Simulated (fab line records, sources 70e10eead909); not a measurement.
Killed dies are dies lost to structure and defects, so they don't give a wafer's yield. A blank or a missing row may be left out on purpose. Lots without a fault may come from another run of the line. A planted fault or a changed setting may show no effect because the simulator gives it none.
Chamber matching | flow nand_harc | NHARC_A_CHANNEL_FILL_D2_ETCHBACK_19 on rie_si-02: 4 sister chambers
The step etches the open film in HBr/Cl2, target depth 5 nm, time 1.7 s. 20 wafers are shown with their chamber, then 10 later ones without.

WAFERS WITH THEIR CHAMBER
wafer  | chamber | drypump_motor_current_A (A) | throttle_valve_pct (%) | he_backside_leak_sccm (sccm)
L074.1 | 2       | 6.2                         | 26.405                 | 3.02
L074.5 | 3       | 6.2                         | 26.412                 | 2.90
L074.6 | 2       | 6.3                         | 26.418                 | 2.96
L079.3 | 1       | 5.9                         | 26.414                 | 2.85
L079.5 | 3       | 6.2                         | 26.410                 | 2.88
L079.6 | 0       | 5.5                         | 26.415                 | 2.78
L080.1 | 0       | 5.5                         | 26.403                 | 3.04
L080.4 | 1       | 5.9                         | 26.426                 | 2.90
L080.5 | 0       | 5.5                         | 26.392                 | 2.94
L081.3 | 3       | 6.2                         | 26.412                 | 2.82
L081.4 | 0       | 5.5                         | 26.410                 | 2.93
L081.5 | 3       | 6.2                         | 26.414                 | 2.92
L083.1 | 3       | 6.2                         | 26.409                 | 2.89
L083.4 | 2       | 6.2                         | 26.410                 | 2.96
L083.5 | 3       | 6.2                         | 26.406                 | 2.89
L084.3 | 0       | 5.5                         | 26.400                 | 2.93
L084.4 | 2       | 6.2                         | 26.405                 | 2.92
L084.6 | 0       | 5.5                         | 26.393                 | 2.88
L088.4 | 2       | 6.2                         | 26.414                 | 2.98
L088.5 | 0       | 5.5                         | 26.388                 | 2.98

SIGNATURES (means of the wafers above)
reading                 | chamber 0 | chamber 1 | chamber 2 | chamber 3 | scatter within a chamber
drypump_motor_current_A | 5.500     | 5.900     | 6.220     | 6.200     | 0.0224
throttle_valve_pct      | 26.40014  | 26.42000  | 26.41040  | 26.41050  | 0.00721
he_backside_leak_sccm   | 2.9257    | 2.8750    | 2.9680    | 2.8833    | 0.0569
Rule: a wafer's distance from a chamber is the root of the sum, over the readings, of the square of ((its reading less the chamber's mean) divided by the reading's scatter). The wafer belongs to the nearest chamber; if the next one is less than 2 further off, it can't be placed. The scatter: the root of (the sum of the squares of (reading less its chamber's mean) over the shown wafers, divided by (wafers less chambers)).

WAFERS WITHOUT THEIR CHAMBER
wafer  | drypump_motor_current_A (A) | throttle_valve_pct (%) | he_backside_leak_sccm (sccm)
L088.6 | 5.9                         | 26.409                 | 2.85
L090.2 | 6.3                         | 26.415                 | 2.94
L090.4 | 5.5                         | 26.416                 | 3.16
L090.5 | 5.5                         | 26.401                 | 2.97
L093.1 | 5.5                         | 26.407                 | 2.87
L093.5 | 5.9                         | 26.407                 | 2.97
L093.6 | 5.5                         | 26.401                 | 2.84
L096.2 | 5.5                         | 26.410                 | 3.09
L096.3 | 5.9                         | 26.405                 | 3.06
L096.5 | 5.9                         | 26.412                 | 2.97

WHICH CHAMBER EACH WENT THROUGH
wafer  | from the rows above     | in truth
L088.6 | 1                       | 1
L090.2 | can't be placed: 2 or 3 | 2
L090.4 | 0                       | 0
L090.5 | 0                       | 0
L093.1 | 0                       | 0
L093.5 | 1                       | 1
L093.6 | 0                       | 0
L096.2 | 0                       | 0
L096.3 | 1                       | 1
L096.5 | 1                       | 1
Placed correctly: 9 of 10. Can't be placed from these rows: 1 (the true chamber is among the candidates in 1). Placed wrongly: 0.
